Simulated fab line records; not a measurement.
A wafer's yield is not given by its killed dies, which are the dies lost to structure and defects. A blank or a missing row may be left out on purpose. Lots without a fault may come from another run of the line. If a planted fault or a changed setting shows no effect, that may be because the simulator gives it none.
A struck lot beside a sound one :: flow n5 finfet :: 21 steps out of a route of 1938
Sound: wafers L644.3, L644.4, L644.6. Struck: wafers L647.1, L647.4, L647.5. The cause is given at the end.
At each step with rows: each side's tool, then ch and its chambers, then its first start. Under that, the readings that differ: sound wafers :: struck wafers :: difference of the means :: sigmas: that difference in standard deviations of wafers without a fault.
alike: a reading whose means differ by less than 2 such deviations, as well as words and numbers matching on both sides. not compared: withheld readings; readings where some wafer has no value; bounds like >300 that might hide an equal value; numbers whose values overlap and for which the record gives no deviation.
The two part at a step that has a row with sigmas, a row that says differs or no value, or rows on one side only. When numbers do not overlap yet have no deviation, they are printed without sigmas and do not part them. Lack of a reading on every wafer of one side parts them only where that side has two or more wafers.

first, 10 steps without rows for these wafers: N5_BEOL_M0_SAQP_DESCUM_45 (chemistry O2, time 7 s); N5_BEOL_M0_SAQP_ETCH_88 (etches underlayer in N2/H2, target depth 6.5 nm, time 5.2 s); N5_BEOL_M0_SAQP_ETCH_73 (etches SiARC in CF4, target depth 19.5 nm, time 32.5 s); N5_BEOL_M0_SAQP_CUT_ETCH_46 (etches SOC in N2/H2, target depth 135 nm, overetch 27 nm, time 202.5 s); N5_BEOL_M0_SAQP_STRIP_74 (strips in N2/H2); N5_BEOL_M0_SAQP_STRIP_89 (strips in N2/H2); N5_BEOL_M0_SAQP_ALD_48 (deposits SiO2, target thk 20 nm, pulse time 1 s, co reactant pulse time 1 s); N5_BEOL_M0_SAQP_ETCH_49 (etches SiO2 in CF4/O2, target depth 37 nm); N5_BEOL_M0_SAQP_STRIP_75 (strips in CF4); N5_BEOL_M0_CUTY_COAT_50 (time 60 s, resist thk 15 nm).
N5_BEOL_M0_CUTY_COAT_51: resist thk 150 nm.
  sound on litho track-04 ch 0, day 6 02:03; struck on litho track-04 ch 0, day 6 23:35
reading: spin speed rpm (rpm)
sound: 1498.6 1498.4 1500.0
struck: 1404.6 1405.1 1404.8
difference: -94.2
sigmas: -94

reading: model.CAR-ArF-block_of_BEOL_M0_CUTY_COAT_51.thk nm (nm)
sound: 151 150.6 151
struck: 155.4 155.4 155.2
difference: +4.5
sigmas: 
then, 6 steps without rows for these wafers: N5_BEOL_M0_CUTY_EBR_52; N5_BEOL_M0_CUTY_SOFTBAKE_53 (time 60 s); N5_BEOL_M0_CUTY_EXPOSE_54 (exposes mask M0 ABLK); N5_BEOL_M0_CUTY_PEB_55 (peb time 60 s); N5_BEOL_M0_CUTY_DEVELOP_56 (develop time 30 s); N5_BEOL_M0_CUTY_DESCUM_61 (chemistry O2, time 7.9 s).
N5_BEOL_M0_CUTY_ETCH_62: etches SiARC in CF4, time 58.5 s.
  sound on rie diel-04 ch 0,2, day 6 02:31; struck on rie diel-06 ch 1,3, day 7 00:14
reading: model.CAR-ArF-block_of_BEOL_M0_CUTY_COAT_51.thk nm (nm)
sound: 119.2 119 119.4
struck: 123.8 123.8 123.6
difference: +4.5
sigmas: 
  alike: drypump motor current A, etch rf on time s, oes product au, rf vpp V, showerhead plenum p Torr, throttle valve pct
  not compared: rf hours counter h
then, 1 step without rows for these wafers: N5_BEOL_M0_CUTY_ETCH_63 (etches SOC in N2/H2, target depth 82.7 nm, overetch 16.5 nm, time 124 s).
-- record jumps: 2 days separate the struck wafers' starts on either side; left off in module BEOL_M0_CUTY, taken up again in module BEOL_M4, whose first shown step is the route's number 1111 --
N5_BEOL_M4_RC_MEAS_101:
  sound on prober-01 ch 0, day 8 07:29; struck on prober-01 ch 0, day 9 09:37
  alike: DIBL_N, DIBL_P, IOFF_N, IOFF_P, ION_N, ION_P, SS_N, SS_P, VT_N, VT_P
-- record jumps: 4 days separate the struck wafers' starts on either side; left off in module BEOL_M4, taken up again in module PASSIVATION, whose first shown step is the route's number 1936 --
N5_PASSIVATION_PROBE_49:
  sound on prober-02, day 12 13:32; struck on prober-01, day 13 14:20
  alike: defect limited yield, killed_at_M0_to_M3, killed_at_M4_up, killed at contacts, killed at front end, killed at other, killed dies, killed open, killed short, sort_bin_5_function, sort_bin_6_memory, sort n pass, sort yield pct

## WHERE THEY PART
Within this record, at N5_BEOL_M0_CUTY_COAT_51 only. Later steps at which nothing parts them and some readings are alike: N5_BEOL_M0_CUTY_ETCH_62, N5_BEOL_M4_RC_MEAS_101, N5_PASSIVATION_PROBE_49.

WHY: what had been put in by the simulator
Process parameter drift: litho track-04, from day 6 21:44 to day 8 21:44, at N5_BEOL_M0_CUTY_COAT_51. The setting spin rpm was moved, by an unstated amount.
